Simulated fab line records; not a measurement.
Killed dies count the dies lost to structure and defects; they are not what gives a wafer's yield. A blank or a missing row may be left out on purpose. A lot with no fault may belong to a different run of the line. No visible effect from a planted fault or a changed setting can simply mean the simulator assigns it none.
Chamber matching + flow n5Finfet + N5_BEOL_M10_DESCUM_33 on rieDiel-01 has 4 sister chambers
The step chemistry O2, time 7.9 s. 4 wafers are shown with their chamber, then 12 later ones without.

WAFERS PAIRED WITH THEIR CHAMBERS
| wafer  | chamber | showerheadPlenumPTorr (Torr) |
|--------|---------|------------------------------|
| L087.2 | 1       | 2.02                         |
| L087.6 | 2       | 2.04                         |
| L090.2 | 3       | 2.02                         |
| L090.5 | 0       | 2.19                         |

WAFERS WITH NO CHAMBER GIVEN
| wafer  | showerheadPlenumPTorr (Torr) |
|--------|------------------------------|
| L089.1 | 2.03                         |
| L089.3 | 2.19                         |
| L089.6 | 2.04                         |
| L091.3 | 2.02                         |
| L091.4 | 2.19                         |
| L091.6 | 2.02                         |
| L095.1 | 2.03                         |
| L095.2 | 2.19                         |
| L095.3 | 2.01                         |
| L096.3 | 2.03                         |
| L096.5 | 2.19                         |
| L096.6 | 2.01                         |

EACH ONE'S CHAMBER
| wafer  | from the rows above          | in truth |
|--------|------------------------------|----------|
| L089.1 | can't be placed: 1 or 3 or 2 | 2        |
| L089.3 | 0                            | 0        |
| L089.6 | 2                            | 2        |
| L091.3 | can't be placed: 1 or 3      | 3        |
| L091.4 | 0                            | 0        |
| L091.6 | can't be placed: 1 or 3      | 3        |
| L095.1 | can't be placed: 1 or 3 or 2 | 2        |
| L095.2 | 0                            | 0        |
| L095.3 | can't be placed: 1 or 3      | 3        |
| L096.3 | can't be placed: 1 or 3 or 2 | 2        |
| L096.5 | 0                            | 0        |
| L096.6 | can't be placed: 1 or 3      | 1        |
Correct placement for 5 of the 12. From these rows, 7 cannot be placed; in 7 the true chamber is one of the candidates. Number placed wrongly: 0.
How it was worked out, from the rows above alone: a wafer's distance from a chamber is the root of the sum, over the readings, of the square of ((its reading less the chamber's mean) divided by the reading's scatter). The wafer belongs to the nearest chamber; if the next one is less than 2 further off, it can't be placed. A chamber's mean is the mean of its shown wafers. The scatter: root of mean squared gap, hidden wafer to nearest shown wafer, with one shown wafer a chamber.
